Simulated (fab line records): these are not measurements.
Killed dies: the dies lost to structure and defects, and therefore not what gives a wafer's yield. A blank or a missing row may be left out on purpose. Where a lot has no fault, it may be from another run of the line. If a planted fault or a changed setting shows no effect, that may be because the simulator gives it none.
Which tool was responsible? -- flow nand_harc -- 14 lots, 40 wafers sampled, at 5 steps of a route of 1302

WHAT THE GAUGES READ, wafer by wafer
NHARC_A_ONON_D1_THK_MEAS_11: measures by ellipsometry. Usual: thk_nm 999 nm, standard deviation 9.5.
lot,measured,on,thk_nm (nm),flag
L577,day 7 17:39,film_metro-02,999 998 998,
L578,day 8 07:04,film_metro-02,989 988 989,
L584,day 10 19:06,film_metro-02,1008 1008,
L585,day 11 04:52,film_metro-02,1018 1017,
L591,day 13 17:58,film_metro-01,1000 1000 999,
L592,day 13 21:34,film_metro-01,1000 1003 1003,
L593,day 14 17:47,film_metro-02,1008 1009 1006,
L594,day 15 02:50,film_metro-01,1001 999 1002,
L595,day 15 02:50,film_metro-02,1008 1006 1006,
L596,day 15 17:07,film_metro-02,985 987 987,
L597,day 16 10:44,film_metro-02,999 999 999,
L598,day 16 10:43,film_metro-02,1006 1006 1005,
L599,day 16 23:31,film_metro-01,987 989 990,
L600,day 17 12:09,film_metro-02,1001 1002 1001,

NHARC_A_ONON_D1_THK_MEAS_24: measures by ellipsometry. Usual: thk_nm 1005 nm, standard deviation 9.2.
lot,measured,on,thk_nm (nm),flag
L577,day 8 02:53,film_metro-02,996 996 994,
L578,day 8 18:08,film_metro-01,994 995 995,
L584,day 11 06:28,film_metro-02,975 1008,
L585,day 11 14:14,film_metro-02,996 959,
L591,day 14 03:32,film_metro-02,1016 1016 1016,
L592,day 14 07:05,film_metro-02,1023 1021 1021,
L593,day 15 05:10,film_metro-02,1001 1002 1002,
L594,day 15 13:13,film_metro-01,1005 1006 1006,
L595,day 15 13:13,film_metro-02,1018 1017 1016,
L596,day 16 02:53,film_metro-01,985 984 986,
L597,day 16 20:02,film_metro-01,1009 1010 1009,
L598,day 16 20:02,film_metro-01,1006 1009 1010,
L599,day 17 08:57,film_metro-01,1000 999 1000,
L600,day 18 01:05,film_metro-01,1018 1020 1019,

NHARC_A_ONON_D1_THK_MEAS_30: measures by ellipsometry. Usual: thk_nm 997 nm, standard deviation 9.6.
lot,measured,on,thk_nm (nm),flag
L577,day 8 04:01,film_metro-02,997 996 995,
L578,day 8 19:16,film_metro-01,998 997 998,
L584,day 11 07:35,film_metro-02,1001 1001,
L585,day 11 15:22,film_metro-02,990 993,
L591,day 14 04:40,film_metro-02,999 1000 998,
L592,day 14 08:14,film_metro-02,995 994 993,
L593,day 15 06:18,film_metro-02,998 997 999,
L594,day 15 14:21,film_metro-01,1004 1002 1003,
L595,day 15 14:20,film_metro-01,987 989 988,
L596,day 16 04:01,film_metro-01,998 1000 1000,
L597,day 16 21:10,film_metro-01,1006 1006 1005,
L598,day 16 21:11,film_metro-01,1019 1019 1019,
L599,day 17 10:05,film_metro-02,989 990 989,
L600,day 18 02:13,film_metro-02,1005 1006 1008,

WHAT TOOL EACH LOT RAN ON (gives the tool, then ch and the chambers of the sampled wafers, and finally the start)
lot,NHARC_A_ZERO_WELL_RTA_16,NHARC_A_ONON_D1_DEP_22
L577,"rtp_anneal-02 ch 0, day 6 19:46","pecvd_onon-01 ch 0, day 8 02:26"
L578,"rtp_anneal-02 ch 0, day 7 08:44","pecvd_onon-04 ch 0, day 8 17:41"
L584,"rtp_anneal-02 ch 0, day 9 16:55","pecvd_onon-04 ch 0, day 11 06:07"
L585,"rtp_anneal-01 ch 0, day 10 05:44","pecvd_onon-04 ch 0, day 11 13:51"
L591,"rtp_anneal-01 ch 0, day 12 16:35","pecvd_onon-01 ch 0, day 14 03:05"
L592,"rtp_anneal-01 ch 0, day 12 23:07","pecvd_onon-01 ch 0, day 14 06:42"
L593,"rtp_anneal-01 ch 0, day 13 14:33","pecvd_onon-04 ch 0, day 15 04:50"
L594,"rtp_anneal-02 ch 0, day 14 01:39","pecvd_onon-01 ch 0, day 15 12:43"
L595,"rtp_anneal-01 ch 0, day 14 02:32","pecvd_onon-03 ch 0, day 15 12:42"
L596,"rtp_anneal-02 ch 0, day 14 16:28","pecvd_onon-04 ch 0, day 16 02:26"
L597,"rtp_anneal-02 ch 0, day 15 11:05","pecvd_onon-03 ch 0, day 16 19:35"
L598,"rtp_anneal-02 ch 0, day 15 11:50","pecvd_onon-04 ch 0, day 16 19:42"
L599,"rtp_anneal-01 ch 0, day 15 22:58","pecvd_onon-01 ch 0, day 17 08:30"
L600,"rtp_anneal-01 ch 0, day 16 10:52","pecvd_onon-01 ch 0, day 18 00:34"
- NHARC_A_ZERO_WELL_RTA_16: time 10 s.
- NHARC_A_ONON_D1_DEP_22: target thk 1000 nm.

AS READ BY THE TOOLS THEMSELVES (means over the sampled wafers that have a number; for cases with no such wafer, the mark the record gives instead)
NHARC_A_ZERO_WELL_RTA_16. Usual: lamp_power_pct 32.2 %, standard deviation 1.5; lamp_zone_3_pct 32.2 %, standard deviation 1.5; lamp_zone_4_pct 32.2 %, standard deviation 1.5; wafer_temp_C_max 1006.0, standard deviation 1.5.
lot,tool,lamp_power_pct (%),lamp_zone_3_pct (%),lamp_zone_4_pct (%),wafer_temp_C_max,flag
L577,rtp_anneal-02,30.7,30.6,30.7,1007.1,
L578,rtp_anneal-02,30.7,30.7,30.7,1008.8,
L584,rtp_anneal-02,30.7,30.7,30.7,1005.5,
L585,rtp_anneal-01,33.8,33.8,33.8,1004.8,
L591,rtp_anneal-01,33.8,33.8,33.8,1004.4,
L592,rtp_anneal-01,33.8,33.7,33.8,1004.8,
L593,rtp_anneal-01,33.8,33.8,33.8,1005.1,
L594,rtp_anneal-02,30.7,30.7,30.7,1007.3,
L595,rtp_anneal-01,33.8,33.7,33.7,1004.9,
L596,rtp_anneal-02,30.7,30.7,30.7,1007.9,
L597,rtp_anneal-02,30.7,30.7,30.7,1005.9,
L598,rtp_anneal-02,30.7,30.7,30.7,1006.7,
L599,rtp_anneal-01,33.8,33.7,33.8,1005.4,
L600,rtp_anneal-01,33.7,33.7,33.8,1003.7,

NHARC_A_ONON_D1_DEP_22. Usual: n2_flow_sccm 2751 sccm, standard deviation 8.2; susceptor_temp_C 400.00 C, standard deviation 0.22.
lot,tool,n2_flow_sccm (sccm),susceptor_temp_C (C),flag
L577,pecvd_onon-01,2760,400.07,
L578,pecvd_onon-04,2747,399.76,
L584,pecvd_onon-04,2758,400.00,
L585,pecvd_onon-04,2757,399.86,
L591,pecvd_onon-01,2756,400.17,
L592,pecvd_onon-01,2745,399.87,
L593,pecvd_onon-04,2747,399.84,
L594,pecvd_onon-01,2746,399.97,
L595,pecvd_onon-03,2752,400.26,
L596,pecvd_onon-04,2751,399.94,
L597,pecvd_onon-03,2755,399.63,
L598,pecvd_onon-04,2745,400.23,
L599,pecvd_onon-01,2758,399.96,
L600,pecvd_onon-01,2741,400.06,

THE ANSWER, worked out from the rows above alone
Rule: take the mean of a lot's wafers that have a number; if it is more than 3 standard deviations from the usual mean, the lot is off. A lot without any number at a reading at which 4 lots or more have one is off too. Any other lot the step has rows for is counted as sound. After the gauges, taken in route order, come the tools' own readings; for these a lot's mean is taken, as printed above. The first step at which some lot is off is used, and at that step the reading that is off furthest; a lot without a number counts as furthest.
No lot is off on any of the readings shown, so nothing can be concluded from this.

WHAT THE SIMULATOR PUT IN
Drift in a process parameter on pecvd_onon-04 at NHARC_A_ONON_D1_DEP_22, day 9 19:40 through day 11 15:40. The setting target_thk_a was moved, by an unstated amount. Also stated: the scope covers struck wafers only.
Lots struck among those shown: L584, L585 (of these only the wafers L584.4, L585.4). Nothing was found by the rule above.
